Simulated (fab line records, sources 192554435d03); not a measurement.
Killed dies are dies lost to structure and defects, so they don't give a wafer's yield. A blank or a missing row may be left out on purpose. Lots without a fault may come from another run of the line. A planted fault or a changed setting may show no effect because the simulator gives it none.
Which tool did it? | flow n5_finfet | 10 lots, 30 wafers sampled, at 5 steps of a route of 1938

WHAT THE GAUGES READ, wafer by wafer
N5_BEOL_M4_RC_MEAS_101.
lot  | measured     | on        | DIBL_N (mV/V)  | DIBL_P (mV/V)  | IOFF_N (nA/um)    | IOFF_P (nA/um)    | IOFF_P_85C (nA/um) | IOFF_P_LIN (nA/um) | ION_N (uA/um) | ION_P (uA/um) | SS_N (mV/dec)  | SS_P (mV/dec)  | VT_N (mV)         | VT_P (mV)      | VT_P_LVT (mV)
L357 | day 7 14:26  | prober-02 | 36.5 36.3 37.5 | 36.8 36.4 37.9 | 0.157 0.153 0.178 | 0.199 0.198 0.220 | 3.5 3.5 3.8        | 0.094 0.094 0.101  | 672 673 685   | 464 459 469   | 71.7 71.1 71.9 | 72.9 73.6 72.6 | 250.5 251.6 249.3 | -252 -250 -250 | -101.1 -101.4 -99.8
L359 | day 7 20:34  | prober-02 | 35.9 35.5 35.7 | 36.3 36.4 36.2 | 0.161 0.155 0.155 | 0.233 0.227 0.229 | 3.9 3.9 3.9        | 0.110 0.106 0.107  | 680 690 681   | 471 476 472   | 71.5 70.4 70.8 | 73.6 72.9 73.7 | 247.7 246.8 246.7 | -247 -247 -248 | -95.3 -96.5 -96.6
L360 | day 8 20:08  | prober-01 | 34.5 34.6 34.0 | 35.1 34.9 34.1 | 0.138 0.140 0.121 | 0.196 0.194 0.177 | 3.4 3.4 3.1        | 0.096 0.094 0.089  | 682 670 664   | 470 465 456   | 70.4 70.7 70.3 | 73.4 72.7 72.9 | 250.0 251.1 253.0 | -249 -251 -254 | -99.8 -100.2 -100.2
L362 | day 9 14:22  | prober-02 | 37.6 37.2 36.1 | 37.0 36.6 35.7 | 0.164 0.149 0.144 | 0.198 0.181 0.183 | 3.5 3.2 3.2        | 0.096 0.088 0.090  | 679 673 674   | 458 457 465   | 71.6 71.4 71.0 | 73.7 74.1 73.3 | 248.7 252.1 251.6 | -252 -253 -251 | -99.6 -102.0 -100.9
L363 | day 10 00:17 | prober-02 | 35.7 34.8 33.7 | 43.6 35.9 41.4 | 0.176 0.147 0.128 | 0.618 0.219 0.492 | 9.0 3.8 7.4        | 0.155 0.105 0.132  | 682 680 681   | 488 474 486   | 71.8 70.9 70.7 | 77.8 74.0 77.9 | 251.2 250.3 250.1 | -244 -252 -243 | -91.1 -98.3 -93.4
L364 | day 10 17:09 | prober-01 | 35.4 36.3 34.9 | 36.0 36.8 44.6 | 0.149 0.161 0.133 | 0.187 0.198 0.680 | 3.4 3.5 9.9        | 0.091 0.094 0.128  | 678 689 667   | 464 469 483   | 71.4 71.6 71.3 | 72.9 73.5 81.0 | 248.8 249.3 252.8 | -254 -252 -248 | -100.8 -101.2 -95.6
L365 | day 10 17:23 | prober-02 | 35.4 36.1 35.5 | 42.3 35.5 35.5 | 0.155 0.165 0.158 | 0.630 0.245 0.257 | 9.2 4.2 4.4        | 0.160 0.119 0.123  | 679 683 671   | 492 477 474   | 71.8 71.8 71.6 | 78.5 73.4 73.4 | 247.3 248.0 248.7 | -239 -244 -244 | -88.7 -93.7 -93.8
L368 | day 11 13:34 | prober-01 | 35.5 37.7 35.9 | 35.8 37.8 35.3 | 0.165 0.204 0.152 | 0.222 0.267 0.218 | 3.8 4.5 3.8        | 0.104 0.119 0.101  | 687 678 678   | 467 470 469   | 71.0 71.8 71.9 | 73.1 73.8 73.3 | 245.4 246.3 252.4 | -249 -248 -250 | -98.3 -95.0 -97.2
L372 | day 12 01:39 | prober-01 | 37.0 36.3 36.7 | 37.8 37.1 37.1 | 0.187 0.175 0.172 | 0.269 0.266 0.257 | 4.4 4.4 4.3        | 0.121 0.122 0.118  | 680 696 686   | 469 479 478   | 71.5 71.9 71.8 | 74.1 73.7 73.1 | 245.6 247.8 245.8 | -244 -247 -246 | -93.8 -94.1 -94.7
L379 | day 14 17:31 | prober-02 | 36.7 36.6 37.7 | 36.1 35.9 38.0 | 0.170 0.166 0.184 | 0.206 0.199 0.240 | 3.6 3.5 4.0        | 0.096 0.093 0.109  | 676 676 690   | 466 461 471   | 71.5 70.6 72.1 | 73.0 73.5 73.9 | 247.0 250.3 245.6 | -251 -252 -249 | -98.8 -99.0 -96.8

WHICH TOOL RAN EACH LOT (tool, then ch and the chambers of the sampled wafers, then the start)
lot  | N5_SD_EPI_P_SD_RECESS_17        | N5_BEOL_M4_ANNEAL_80         | N5_BEOL_M4_ANNEAL_89         | N5_BEOL_M4_SPUTTER_94
L357 | rie_si-03 ch 0,1,3, day 3 09:39 | pvd_sputter-01, day 7 09:35  | pvd_sputter-01, day 7 10:55  | pvd_sputter-01, day 7 12:04
L359 | rie_si-05 ch 1,2, day 3 18:12   | pvd_sputter-03, day 7 17:52  | pvd_sputter-03, day 7 18:31  | pvd_sputter-03, day 7 19:06
L360 | rie_si-05 ch 0,2,3, day 4 02:18 | pvd_sputter-02, day 8 17:07  | pvd_sputter-02, day 8 17:47  | pvd_sputter-02, day 8 18:22
L362 | rie_si-05 ch 1,2,3, day 4 14:02 | pvd_sputter-01, day 9 10:05  | pvd_sputter-01, day 9 11:25  | pvd_sputter-01, day 9 12:34
L363 | rie_si-05 ch 0,1,2, day 4 21:43 | pvd_sputter-03, day 9 21:33  | pvd_sputter-03, day 9 22:13  | pvd_sputter-03, day 9 22:47
L364 | rie_si-05 ch 1,2, day 5 01:41   | pvd_sputter-02, day 10 14:17 | pvd_sputter-02, day 10 14:56 | pvd_sputter-02, day 10 15:31
L365 | rie_si-05 ch 1,2,3, day 5 05:31 | pvd_sputter-03, day 10 14:31 | pvd_sputter-03, day 10 15:10 | pvd_sputter-03, day 10 15:45
L368 | rie_si-03 ch 0,2,3, day 5 22:39 | pvd_sputter-03, day 11 10:58 | pvd_sputter-03, day 11 11:38 | pvd_sputter-03, day 11 12:13
L372 | rie_si-04 ch 1,2, day 7 01:14   | pvd_sputter-02, day 11 22:32 | pvd_sputter-02, day 11 23:12 | pvd_sputter-02, day 11 23:47
L379 | rie_si-05 ch 2,3, day 9 01:04   | pvd_sputter-03, day 14 14:32 | pvd_sputter-03, day 14 15:11 | pvd_sputter-03, day 14 15:44
- N5_SD_EPI_P_SD_RECESS_17: chemistry HBr/Cl2/O2, target depth 39.1 nm, bt time 3 s.
- N5_BEOL_M4_ANNEAL_80: time 240 s.
- N5_BEOL_M4_ANNEAL_89: time 240 s.
- N5_BEOL_M4_SPUTTER_94: material Cu, target thk 4.5 nm, time 8.29 s.

WHAT THE TOOLS THEMSELVES READ (means of the sampled wafers that have a number; where no wafer has one, the mark that the record gives instead)
N5_SD_EPI_P_SD_RECESS_17.
lot  | tool      | drypump_motor_current_A (A) | oes_product_au (a.u.) | throttle_valve_pct (%)
L357 | rie_si-03 | 5.82                        | 0.994                 | 36.8
L359 | rie_si-05 | 5.67                        | 0.989                 | 37.4
L360 | rie_si-05 | 5.81                        | 1.019                 | 37.1
L362 | rie_si-05 | 5.71                        | 0.999                 | 37.3
L363 | rie_si-05 | 5.80                        | 1.014                 | 37.2
L364 | rie_si-05 | 5.69                        | 1.000                 | 37.4
L365 | rie_si-05 | 5.72                        | 0.998                 | 37.3
L368 | rie_si-03 | 5.94                        | 0.997                 | 36.7
L372 | rie_si-04 | 6.10                        | 1.007                 | 37.1
L379 | rie_si-05 | 5.69                        | 1.009                 | 37.2

N5_BEOL_M4_ANNEAL_80.
lot  | tool           | heater_power_w (W)
L357 | pvd_sputter-01 | 769
L359 | pvd_sputter-03 | 818
L360 | pvd_sputter-02 | 859
L362 | pvd_sputter-01 | 765
L363 | pvd_sputter-03 | 836
L364 | pvd_sputter-02 | 778
L365 | pvd_sputter-03 | 871
L368 | pvd_sputter-03 | 848
L372 | pvd_sputter-02 | 773
L379 | pvd_sputter-03 | 852

N5_BEOL_M4_ANNEAL_89.
lot  | tool           | heater_power_w (W)
L357 | pvd_sputter-01 | 754
L359 | pvd_sputter-03 | 825
L360 | pvd_sputter-02 | 862
L362 | pvd_sputter-01 | 771
L363 | pvd_sputter-03 | 826
L364 | pvd_sputter-02 | 774
L365 | pvd_sputter-03 | 866
L368 | pvd_sputter-03 | 832
L372 | pvd_sputter-02 | 767
L379 | pvd_sputter-03 | 838

N5_BEOL_M4_SPUTTER_94.
lot  | tool           | chuck_gas_flow_sccm (sccm) | throttle_valve_pct (%)
L357 | pvd_sputter-01 | 1.25                       | 29.7
L359 | pvd_sputter-03 | 1.27                       | 30.6
L360 | pvd_sputter-02 | 1.28                       | 31.4
L362 | pvd_sputter-01 | 1.25                       | 30.0
L363 | pvd_sputter-03 | 1.22                       | 29.7
L364 | pvd_sputter-02 | 1.29                       | 30.9
L365 | pvd_sputter-03 | 1.29                       | 30.1
L368 | pvd_sputter-03 | 1.30                       | 30.6
L372 | pvd_sputter-02 | 1.23                       | 30.7
L379 | pvd_sputter-03 | 1.28                       | 30.5

THE ANSWER, worked out from the rows above alone
Rule: what is usual is taken from the lots themselves. Put in order of their means at a reading, lots are off if they are a third of the lots or fewer, leave a main group of 4 or more, and stand apart from it by a gap of 3 or more times the standard deviation of the main group's means; of several such gaps the widest counts. A main group whose means are all the same, to the digits that the tables above print for the reading, isn't used. A lot without any number at a reading at which 4 lots or more have one is off too. The other lots that the step has rows for count as sound. The gauges are gone through in route order, then the tools' own readings, and for those a lot's mean is taken as printed above. The first step at which some lot is off is used, and at that step the reading that is off furthest; a lot without a number counts as furthest.
Off: L363, L364, L365, at N5_BEOL_M4_RC_MEAS_101 (SS_P). The main group: mean 73.4 mV/dec, standard deviation 0.25.
A tool fits if, at a process step before that reading, it ran every lot that is off, and no sound lot after the first of them. The gauges at N5_BEOL_M4_RC_MEAS_101 are tried like those tools. None of those tried fits.

WHAT THE SIMULATOR HAD PUT IN
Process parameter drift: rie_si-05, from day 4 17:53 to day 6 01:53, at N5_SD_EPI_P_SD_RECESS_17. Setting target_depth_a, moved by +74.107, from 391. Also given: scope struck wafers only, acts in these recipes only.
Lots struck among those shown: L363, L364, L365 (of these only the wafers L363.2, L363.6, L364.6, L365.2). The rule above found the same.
